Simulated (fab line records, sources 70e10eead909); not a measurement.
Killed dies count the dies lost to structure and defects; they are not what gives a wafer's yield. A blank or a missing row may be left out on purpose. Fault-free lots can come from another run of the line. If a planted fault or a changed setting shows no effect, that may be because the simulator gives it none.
Which tool did it? / flow nand_harc / 12 lots, 36 wafers sampled, at 4 steps of a route of 1302

== WHAT EACH GAUGE READ, for each wafer ==
NHARC_P_CONTACT_CD_MEAS_12 targets a cd of 90 nm. Usual: cd_nm at 90.0 nm, with a standard deviation of 0.51.
lot=L980; measured=day 6 01:58; on=cd_sem-03; cd_nm (nm)=90.5 90.4 90.8; flag=
lot=L981; measured=day 6 05:32; on=cd_sem-03; cd_nm (nm)=89.6 90.7 90.0; flag=
lot=L982; measured=day 6 12:09; on=cd_sem-03; cd_nm (nm)=90.1 90.2 90.0; flag=
lot=L988; measured=day 9 06:19; on=cd_sem-02; cd_nm (nm)=92.1 92.6 92.5; flag=OFF
lot=L991; measured=day 10 12:25; on=cd_sem-01; cd_nm (nm)=91.8 91.7 92.0; flag=OFF
lot=L995; measured=day 12 02:32; on=cd_sem-03; cd_nm (nm)=89.8 90.3 89.7; flag=
lot=L996; measured=day 12 18:34; on=cd_sem-02; cd_nm (nm)=89.7 89.7 90.1; flag=
lot=L998; measured=day 13 08:13; on=cd_sem-01; cd_nm (nm)=90.4 89.3 90.3; flag=
lot=L100; measured=day 14 04:05; on=cd_sem-01; cd_nm (nm)=90.5 90.5 90.1; flag=
lot=L101; measured=day 14 12:22; on=cd_sem-03; cd_nm (nm)=89.9 89.9 90.5; flag=
lot=L103; measured=day 15 07:18; on=cd_sem-01; cd_nm (nm)=89.7 89.8 89.7; flag=
lot=L102; measured=day 15 08:09; on=cd_sem-03; cd_nm (nm)=89.9 90.0 89.6; flag=

== WHICH TOOL RAN EACH LOT (tool, then ch and the chambers of the sampled wafers, then the start) ==
lot=L980; NHARC_P_GATE_STRIP_76=plasma_asher-01 ch 0,1, day 5 20:20; NHARC_P_GATE_STRIP_95=plasma_asher-02 ch 0,1, day 5 22:32; NHARC_P_CONTACT_PEB_10=litho_track-01 ch 0, day 6 01:53
lot=L981; NHARC_P_GATE_STRIP_76=plasma_asher-01 ch 0,1, day 5 23:58; NHARC_P_GATE_STRIP_95=plasma_asher-02 ch 0,1, day 6 02:07; NHARC_P_CONTACT_PEB_10=litho_track-06 ch 0, day 6 05:27
lot=L982; NHARC_P_GATE_STRIP_76=plasma_asher-01 ch 0,1, day 6 06:35; NHARC_P_GATE_STRIP_95=plasma_asher-02 ch 0,1, day 6 08:44; NHARC_P_CONTACT_PEB_10=litho_track-01 ch 0, day 6 12:04
lot=L988; NHARC_P_GATE_STRIP_76=plasma_asher-01 ch 0,1, day 9 00:58; NHARC_P_GATE_STRIP_95=plasma_asher-02 ch 0,1, day 9 03:01; NHARC_P_CONTACT_PEB_10=litho_track-01 ch 0, day 9 06:14
lot=L991; NHARC_P_GATE_STRIP_76=plasma_asher-01 ch 0,1, day 10 06:46; NHARC_P_GATE_STRIP_95=plasma_asher-02 ch 0,1, day 10 08:58; NHARC_P_CONTACT_PEB_10=litho_track-01 ch 0, day 10 12:20
lot=L995; NHARC_P_GATE_STRIP_76=plasma_asher-02 ch 0,1, day 11 20:32; NHARC_P_GATE_STRIP_95=plasma_asher-01 ch 0,1, day 11 23:00; NHARC_P_CONTACT_PEB_10=litho_track-04 ch 0, day 12 02:28
lot=L996; NHARC_P_GATE_STRIP_76=plasma_asher-02 ch 0,1, day 12 12:57; NHARC_P_GATE_STRIP_95=plasma_asher-02 ch 0,1, day 12 15:07; NHARC_P_CONTACT_PEB_10=litho_track-06 ch 0, day 12 18:28
lot=L998; NHARC_P_GATE_STRIP_76=plasma_asher-01 ch 0,1, day 13 02:44; NHARC_P_GATE_STRIP_95=plasma_asher-02 ch 0, day 13 04:46; NHARC_P_CONTACT_PEB_10=litho_track-04 ch 0, day 13 08:08
lot=L100; NHARC_P_GATE_STRIP_76=plasma_asher-02 ch 0,1, day 13 22:31; NHARC_P_GATE_STRIP_95=plasma_asher-01 ch 0,1, day 14 00:40; NHARC_P_CONTACT_PEB_10=litho_track-01 ch 0, day 14 04:01
lot=L101; NHARC_P_GATE_STRIP_76=plasma_asher-02 ch 0,1, day 14 06:43; NHARC_P_GATE_STRIP_95=plasma_asher-02 ch 0,1, day 14 08:54; NHARC_P_CONTACT_PEB_10=litho_track-01 ch 0, day 14 12:17
lot=L103; NHARC_P_GATE_STRIP_76=plasma_asher-01 ch 0,1, day 15 01:58; NHARC_P_GATE_STRIP_95=plasma_asher-01 ch 1, day 15 04:01; NHARC_P_CONTACT_PEB_10=litho_track-04 ch 0, day 15 07:13
lot=L102; NHARC_P_GATE_STRIP_76=plasma_asher-02 ch 0,1, day 15 02:40; NHARC_P_GATE_STRIP_95=plasma_asher-02 ch 0,1, day 15 04:43; NHARC_P_CONTACT_PEB_10=litho_track-06 ch 0, day 15 08:04
- NHARC_P_GATE_STRIP_76: strips in O2.
- NHARC_P_GATE_STRIP_95: strips in O2.
- NHARC_P_CONTACT_PEB_10: peb time 65 s.

== AS READ BY THE TOOLS THEMSELVES (means over the sampled wafers that have a number; for cases with no such wafer, the mark the record gives instead) ==
NHARC_P_GATE_STRIP_76. Usual: drypump_motor_current_A 6.1 A, standard deviation 0.46; heater_power_w 312 W, standard deviation 23; temp_c 249.99 C, standard deviation 0.19.
lot=L980; tool=plasma_asher-01; drypump_motor_current_A (A)=6.1; heater_power_w (W)=302; temp_c (C)=249.96; flag=
lot=L981; tool=plasma_asher-01; drypump_motor_current_A (A)=5.8; heater_power_w (W)=300; temp_c (C)=250.12; flag=
lot=L982; tool=plasma_asher-01; drypump_motor_current_A (A)=5.8; heater_power_w (W)=299; temp_c (C)=250.02; flag=
lot=L988; tool=plasma_asher-01; drypump_motor_current_A (A)=6.2; heater_power_w (W)=305; temp_c (C)=249.97; flag=
lot=L991; tool=plasma_asher-01; drypump_motor_current_A (A)=5.8; heater_power_w (W)=309; temp_c (C)=249.95; flag=
lot=L995; tool=plasma_asher-02; drypump_motor_current_A (A)=6.3; heater_power_w (W)=333; temp_c (C)=250.05; flag=
lot=L996; tool=plasma_asher-02; drypump_motor_current_A (A)=6.3; heater_power_w (W)=334; temp_c (C)=250.25; flag=
lot=L998; tool=plasma_asher-01; drypump_motor_current_A (A)=6.2; heater_power_w (W)=310; temp_c (C)=250.00; flag=
lot=L100; tool=plasma_asher-02; drypump_motor_current_A (A)=6.3; heater_power_w (W)=336; temp_c (C)=249.90; flag=
lot=L101; tool=plasma_asher-02; drypump_motor_current_A (A)=6.3; heater_power_w (W)=328; temp_c (C)=249.86; flag=
lot=L103; tool=plasma_asher-01; drypump_motor_current_A (A)=5.8; heater_power_w (W)=312; temp_c (C)=250.15; flag=
lot=L102; tool=plasma_asher-02; drypump_motor_current_A (A)=6.0; heater_power_w (W)=310; temp_c (C)=250.05; flag=

NHARC_P_GATE_STRIP_95. Usual: drypump_motor_current_A 6.1 A, standard deviation 0.46; heater_power_w 315 W, standard deviation 23; temp_c 249.99 C, standard deviation 0.17.
lot=L980; tool=plasma_asher-02; drypump_motor_current_A (A)=6.0; heater_power_w (W)=312; temp_c (C)=250.12; flag=
lot=L981; tool=plasma_asher-02; drypump_motor_current_A (A)=6.3; heater_power_w (W)=324; temp_c (C)=250.09; flag=
lot=L982; tool=plasma_asher-02; drypump_motor_current_A (A)=6.0; heater_power_w (W)=313; temp_c (C)=249.86; flag=
lot=L988; tool=plasma_asher-02; drypump_motor_current_A (A)=6.3; heater_power_w (W)=325; temp_c (C)=250.06; flag=
lot=L991; tool=plasma_asher-02; drypump_motor_current_A (A)=6.3; heater_power_w (W)=320; temp_c (C)=250.09; flag=
lot=L995; tool=plasma_asher-01; drypump_motor_current_A (A)=5.8; heater_power_w (W)=314; temp_c (C)=250.03; flag=
lot=L996; tool=plasma_asher-02; drypump_motor_current_A (A)=6.3; heater_power_w (W)=333; temp_c (C)=249.93; flag=
lot=L998; tool=plasma_asher-02; drypump_motor_current_A (A)=6.6; heater_power_w (W)=360; temp_c (C)=249.97; flag=
lot=L100; tool=plasma_asher-01; drypump_motor_current_A (A)=5.8; heater_power_w (W)=313; temp_c (C)=250.04; flag=
lot=L101; tool=plasma_asher-02; drypump_motor_current_A (A)=6.0; heater_power_w (W)=316; temp_c (C)=250.31; flag=
lot=L103; tool=plasma_asher-01; drypump_motor_current_A (A)=6.5; heater_power_w (W)=300; temp_c (C)=250.15; flag=
lot=L102; tool=plasma_asher-02; drypump_motor_current_A (A)=6.0; heater_power_w (W)=308; temp_c (C)=250.03; flag=

== THE ANSWER, worked out from the rows above alone ==
Rule: a lot is off if the mean of its wafers that have a number lies more than 3 standard deviations from the usual mean. Also off: a lot with no number at a reading for which 4 or more lots have one. Any other lot the step has rows for is counted as sound. Order of review: gauges by route order, followed by the tools' own readings, for which a lot's mean as printed above is used. The first step at which some lot is off is used, and at that step the reading that is off furthest; a lot without a number counts as furthest.
Off: L988, L991, at NHARC_P_CONTACT_CD_MEAS_12 (cd_nm).
A tool fits if, at a process step before that reading, it ran every lot that is off, and no sound lot after the first of them. Those tools and the gauges at NHARC_P_CONTACT_CD_MEAS_12 are tried in the same way. Not one of the candidates tried fits.

== WHAT HAD BEEN PUT IN BY THE SIMULATOR ==
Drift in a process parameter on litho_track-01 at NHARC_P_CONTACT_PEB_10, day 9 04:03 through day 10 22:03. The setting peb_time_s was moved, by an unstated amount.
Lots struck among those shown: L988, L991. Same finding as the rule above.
